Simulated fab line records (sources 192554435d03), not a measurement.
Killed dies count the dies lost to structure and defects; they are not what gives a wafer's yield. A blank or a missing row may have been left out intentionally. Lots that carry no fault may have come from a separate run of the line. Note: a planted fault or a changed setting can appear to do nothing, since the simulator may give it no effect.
Struck lot and sound lot, side by side | flow n5 finfet | 16 steps out of a route of 1938
Sound: these wafers, L542.3, L542.5, L542.6. Struck: wafer L552.4 (L552.5, L552.6, from the same lot, were not struck and are left out); the cause is given at the end.
At each step with rows: each side's tool, then ch and its chambers, then its first start. Under that, the readings that differ: sound wafers | struck wafers | difference of the means | sigmas: that difference in standard deviations of wafers without a fault.
alike: same words and numbers on both sides, and readings whose means sit less than 2 such deviations apart. not compared: any withheld reading, any reading some wafer has no value for, any bound like >300 that may hide the same value, and any number with overlapping values for which the record gives no deviation.
A row with sigmas, a row that says differs or no value, or rows on one side alone: a step with any of these is where the two part. When numbers do not overlap yet have no deviation, they are printed without sigmas and do not part them. A reading missing from all wafers of one side parts the sides only when that side holds two or more wafers.

first, 7 steps without rows for these wafers: N5_SDB_COAT_04 (time 60 s, resist thk 18 nm); N5_SDB_COAT_05 (resist thk 90 nm); N5_SDB_EBR_07; N5_SDB_SOFTBAKE_06 (time 60 s); N5_SDB_EXPOSE_08 (exposes mask SDB); N5_SDB_PEB_09 (peb time 60 s); N5_SDB_DEVELOP_10 (develop time 30 s).
N5_SDB_CD_MEAS_11 targets a cd of 50 nm.
  sound on cd sem-02 ch 0, day 4 04:19; struck on cd sem-02 ch 0, day 6 19:54
  alike: cd nm
N5_SDB_OVL_MEAS_12:
  sound on overlay-01 ch 0, day 4 04:20; struck on overlay-02 ch 0, day 6 19:55
  reading      | sound       | struck | difference | sigmas
  SDB_OVL (nm) | 0.1 0.2 1.2 | -1.1   | -1.6       | -2
N5_SDB_INSPECT_13: inspects for defects (brightfield).
  sound: defect inspect-02 at day 4 04:22; struck: defect inspect-02 at day 6 19:57
  reading          | sound    | struck | difference | sigmas
  raw defect count | 36 62 48 | 152    | +103       | +3
N5_SDB_DESCUM_16: chemistry O2, time 7.9 s.
  sound on rie diel-05 ch 0,2,3, day 4 04:35; struck on rie diel-05 ch 0, day 6 20:03
  alike: bias power w, drypump motor current A, oes product au, rf vpp V, showerhead plenum p Torr, throttle valve pct
  not compared: rf hours counter h
N5_SDB_ETCH_17: etches SiARC in CF4, target depth 23.4 nm, time 39 s.
  sound on rie diel-05 ch 0,2,3, day 4 04:37; struck on rie diel-05 ch 0, day 6 20:05
  alike: drypump motor current A, etch rf on time s, oes product au, rf fwd power W, rf vpp V, showerhead plenum p Torr, throttle valve pct
  not compared: rf hours counter h
N5_SDB_ETCH_18: etches SOC in N2/H2, target depth 100 nm, overetch 20 nm, time 150 s.
  sound on rie diel-05 ch 0,2,3, day 4 04:40; struck on rie diel-05 ch 0, day 6 20:07
  reading                                | sound             | struck | difference | sigmas
  rf fwd power W (W)                     | 837.0 839.7 837.1 | 1039.4 | +201.5     | +75
  rf vpp V (V)                           | 527.4 524.5 528.5 | 489.7  | -37.1      | -15
  model.SiARC_of_SDB_COAT_04.thk nm (nm) | 12.8 12.8 12.8    | 12.4   | -0.4       |
  alike: drypump motor current A, oes product au, showerhead plenum p Torr, throttle valve pct
  not compared: rf hours counter h
then, 1 step without rows for these wafers: N5_SDB_STRIP_19 (strips in N2/H2).
-- the record jumps here: 5 days lie between the struck wafers' starts before and after (it left off in module SDB and takes up again in module BEOL_M4, whose first step shown is number 1111 of the route) --
N5_BEOL_M4_RC_MEAS_101:
  sound on prober-02 ch 0, day 7 22:05; struck on prober-02 ch 0, day 11 11:31
  alike: DIBL_N, DIBL_P, IOFF_N, IOFF_P, ION_N, ION_P, SS_N, SS_P, VT_N, VT_P
-- here the record skips 4 days between the struck wafers' starts before and after, leaving off in module BEOL_M4 and picking up in module PASSIVATION (first step shown: number 1936 of the route) --
N5_PASSIVATION_PROBE_49:
  record: rows for the struck wafers here (prober-01, day 15 15:43), none for the sound ones

== WHERE THEY PART ==
Last at N5_PASSIVATION_PROBE_49 as far as this record goes, first at N5_SDB_OVL_MEAS_12.

WHY: what had been put in by the simulator
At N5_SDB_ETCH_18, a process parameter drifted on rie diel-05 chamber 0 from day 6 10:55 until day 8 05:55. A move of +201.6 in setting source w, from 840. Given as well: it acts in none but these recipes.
